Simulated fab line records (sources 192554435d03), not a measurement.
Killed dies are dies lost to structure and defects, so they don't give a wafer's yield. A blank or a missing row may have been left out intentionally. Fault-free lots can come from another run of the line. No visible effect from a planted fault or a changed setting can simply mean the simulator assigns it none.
Which tool is to blame? ; flow n5 finfet ; 10 lots, 27 wafers sampled, at 5 steps of a route of 1938

WHAT THE GAUGES SHOWED, per wafer
N5_BEOL_M1_OVL_MEAS_29.
lot;measured;on;V0_OVL (nm)
L718;day 6 12:16;overlay-01;0.3 0.1 0.8
L719;day 6 14:01;overlay-01;-0.3 0.8
L720;day 6 21:40;overlay-02;0.1 0.7 1.0
L717;day 7 06:47;overlay-02;-1.3 -0.7 -0.4
L724;day 7 20:07;overlay-02;0.3 0.0 -0.3
L725;day 8 07:51;overlay-02;0.1 -1.2 -0.7
L736;day 10 23:08;overlay-02;0.2 -0.2
L739;day 11 15:03;overlay-01;0.7 0.7 0.7
L738;day 11 15:20;overlay-01;-0.5 0.4 -0.4
L740;day 11 20:03;overlay-02;1.4 0.3

N5_BEOL_M4_RC_MEAS_101.
lot;measured;on;DIBL_N (mV/V);DIBL_P (mV/V);IOFF_N (nA/um);IOFF_P (nA/um);ION_N (uA/um);ION_P (uA/um);SS_N (mV/dec);SS_P (mV/dec);VT_N (mV);VT_P (mV)
L718;day 8 09:50;prober-02;35.1 36.0 34.3;37.0 36.9 35.4;0.16 0.15 0.14;0.24 0.23 0.20;691 666 674;474 459 464;71.2 71.7 71.2;74.0 73.6 73.3;251 253 249;-247.6 -248.0 -248.0
L719;day 8 13:13;prober-02;40.9 39.4;43.9 41.2;0.29 0.23;0.35 0.29;703 682;476 461;72.5 72.1;75.0 74.2;241 245;-245.6 -245.4
L720;day 8 12:47;prober-01;33.5 35.6 35.8;33.0 35.0 35.6;0.12 0.15 0.14;0.17 0.19 0.19;677 665 667;465 453 452;70.8 71.1 70.7;72.1 72.9 73.2;254 249 251;-252.8 -252.3 -250.6
L717;day 8 17:35;prober-01;37.9 39.5 37.5;37.0 40.3 36.5;0.18 0.22 0.16;0.19 0.23 0.17;674 687 664;447 456 444;71.8 71.9 72.2;73.2 74.3 73.8;248 247 253;-249.9 -250.1 -252.8
L724;day 9 13:22;prober-02;36.1 36.6 36.8;34.1 36.1 36.1;0.13 0.14 0.15;0.19 0.22 0.23;668 676 654;461 470 456;70.6 71.1 71.0;72.6 72.7 73.3;256 251 252;-251.9 -249.4 -248.9
L725;day 10 02:35;prober-02;34.7 37.2 37.1;36.2 38.4 38.8;0.14 0.19 0.19;0.21 0.25 0.27;661 668 674;459 466 463;71.6 72.7 72.2;73.8 74.6 73.9;252 249 245;-247.3 -244.8 -245.1
L736;day 12 20:08;prober-01;40.9 39.5;43.4 40.8;0.28 0.22;0.34 0.28;707 682;486 456;74.2 73.1;75.1 75.3;243 244;-244.5 -247.6
L739;day 13 14:06;prober-02;37.3 33.3 37.4;35.9 32.1 37.0;0.17 0.11 0.19;0.21 0.15 0.23;681 664 700;462 455 474;72.1 70.4 71.9;73.4 72.4 73.5;248 254 245;-250.6 -254.1 -250.7
L738;day 13 11:34;prober-01;35.2 33.2 35.0;35.2 32.6 34.3;0.16 0.13 0.17;0.24 0.19 0.21;658 666 649;459 464 453;71.6 71.5 72.1;73.2 72.3 72.9;249 252 250;-246.8 -248.8 -248.8
L740;day 13 14:38;prober-01;34.0 39.7;35.0 42.6;0.15 0.27;0.20 0.35;686 712;473 485;71.6 73.2;73.2 75.6;247 242;-249.2 -245.4

EACH LOT AND THE TOOL THAT RAN IT (in order: tool; ch and the chambers of the sampled wafers; start)
lot;N5_BEOL_M1_STRIP_66;N5_BEOL_M1_STRIP_19;N5_BEOL_M1_ETCH_77
L718;rie diel-01 ch 1,2, day 6 11:40;rie diel-02 ch 0,3, day 6 11:50;rie diel-02 ch 1,2,3, day 6 12:24
L719;rie diel-02 ch 0,3, day 6 13:26;rie diel-01 ch 1,3, day 6 13:35;rie diel-04 ch 2, day 6 14:26
L720;rie diel-01 ch 1,2,3, day 6 20:58;rie diel-01 ch 0,3, day 6 21:07;rie diel-02 ch 1,2, day 6 21:59
L717;rie diel-01 ch 0,1,3, day 7 06:12;rie diel-02 ch 0,1,2, day 7 06:22;rie diel-04 ch 0,2,3, day 7 06:59
L724;rie diel-01 ch 0,1, day 7 19:08;rie diel-04 ch 1,2,3, day 7 19:34;rie diel-01 ch 0,1,2, day 7 20:15
L725;rie diel-01 ch 1,2, day 8 07:04;rie diel-04 ch 0,1,3, day 8 07:26;rie diel-04 ch 0,1,3, day 8 07:58
L736;rie diel-04 ch 2,3, day 10 22:29;rie diel-02 ch 0,3, day 10 22:41;rie diel-01 ch 1,2, day 10 23:17
L739;rie diel-01 ch 0,1,3, day 11 14:17;rie diel-02 ch 0,3, day 11 14:35;rie diel-01 ch 0,1,2, day 11 15:11
L738;rie diel-04 ch 0,1, day 11 14:38;rie diel-02 ch 0,1,2, day 11 14:47;rie diel-01 ch 1,2,3, day 11 15:28
L740;rie diel-04 ch 0, day 11 19:20;rie diel-02 ch 2, day 11 19:29;rie diel-01 ch 0,3, day 11 20:10
- N5_BEOL_M1_STRIP_66: strips in CF4.
- N5_BEOL_M1_STRIP_19: strips in O2.
- N5_BEOL_M1_ETCH_77: etches underlayer in N2/H2, target depth 6.5 nm, time 5.2 s.

WHAT THE TOOLS THEMSELVES READ (means of the sampled wafers that have a number; where no wafer has one, the mark that the record gives instead)
N5_BEOL_M1_STRIP_66.
lot;tool;bias power w (W);cf4 flow sccm (sccm);drypump motor current A (A);oes product au (a.u.);rf vpp V (V);showerhead plenum p Torr (Torr);throttle valve pct (%)
L718;rie diel-01;74.85;149.9;6.7;0.82;270.9;1.78;13.36
L719;rie diel-02;74.94;149.5;5.8;0.71;271.5;1.81;13.88
L720;rie diel-01;75.13;150.2;6.5;0.81;271.0;1.78;13.38
L717;rie diel-01;75.16;150.3;5.9;0.84;271.7;1.78;13.34
L724;rie diel-01;-;-;-;-;-;-;-
L725;rie diel-01;-;-;-;-;-;-;-
L736;rie diel-04;75.10;150.1;6.2;0.74;268.8;1.74;13.54
L739;rie diel-01;74.94;149.7;5.9;0.79;271.7;1.77;13.42
L738;rie diel-04;74.94;149.9;5.7;0.76;272.4;1.84;13.63
L740;rie diel-04;75.22;150.2;6.1;0.72;271.5;1.85;13.73

N5_BEOL_M1_STRIP_19.
lot;tool;chamber pressure mTorr (mTorr);drypump motor current A (A);oes product au (a.u.);rf vpp V (V);showerhead plenum p Torr (Torr);throttle valve pct (%)
L718;rie diel-02;30.020;5.9;0.71;3.9;2.12;17.04
L719;rie diel-01;29.988;6.3;0.82;3.7;2.12;16.59
L720;rie diel-01;29.997;5.9;0.80;3.6;2.09;16.45
L717;rie diel-02;30.006;5.7;0.80;3.7;2.14;16.60
L724;rie diel-04;30.006;5.8;0.81;3.3;2.07;16.60
L725;rie diel-04;29.976;5.9;0.80;3.8;2.12;16.64
L736;rie diel-02;30.023;5.8;0.79;3.7;2.12;16.86
L739;rie diel-02;29.997;5.9;0.75;3.6;2.11;16.96
L738;rie diel-02;29.989;5.7;0.83;3.8;2.14;16.51
L740;rie diel-02;30.010;6.2;0.85;3.7;2.22;16.45

N5_BEOL_M1_ETCH_77.
lot;tool;drypump motor current A (A);etch rf on time s (s);oes product au (a.u.);rf vpp V (V);showerhead plenum p Torr (Torr);throttle valve pct (%)
L718;rie diel-02;5.9;5.14;0.70;524.9;2.59;17.81
L719;rie diel-04;5.7;5.53;0.62;522.0;2.44;17.68
L720;rie diel-02;5.9;5.01;0.75;527.7;2.65;17.62
L717;rie diel-04;6.2;5.30;0.65;523.1;2.51;17.78
L724;rie diel-01;6.1;5.17;0.73;521.7;2.51;17.68
L725;rie diel-04;5.9;5.17;0.69;525.2;2.57;17.88
L736;rie diel-01;6.6;5.20;0.69;523.5;2.52;17.75
L739;rie diel-01;6.1;5.18;0.69;523.6;2.50;17.73
L738;rie diel-01;6.5;5.31;0.65;523.0;2.50;17.65
L740;rie diel-01;5.7;5.21;0.67;522.9;2.48;17.50

THE ANSWER, worked out from the rows above alone
Rule: what is usual is taken from the lots themselves. The widest of any qualifying gaps counts: lots, ordered by their means at a reading, are off when they make up no more than a third of the lots, leave a main group of 4 or more, and stand apart from it by 3 or more times the standard deviation of that group's means. If all means in a main group match to the digits the tables above print for the reading, that group is not used. Also off: a lot with no number at a reading for which 4 or more lots have one. Where the step has rows for the other lots, those lots are counted as sound. Order of review: gauges by route order, followed by the tools' own readings, for which a lot's mean as printed above is used. The first step at which some lot is off is used, and at that step the reading that is off furthest; a lot without a number counts as furthest.
Off: L724, L725, at N5_BEOL_M1_STRIP_66 (bias power w). Without a number there: L724, L725. Main group: mean 75.03 W, sd 0.12.
If a tool, at that step or one of the process steps before it, ran each lot that is off and ran no sound lot following the first of them, it fits. None of those tried fits.

WHAT WAS PUT IN BY THE SIMULATOR
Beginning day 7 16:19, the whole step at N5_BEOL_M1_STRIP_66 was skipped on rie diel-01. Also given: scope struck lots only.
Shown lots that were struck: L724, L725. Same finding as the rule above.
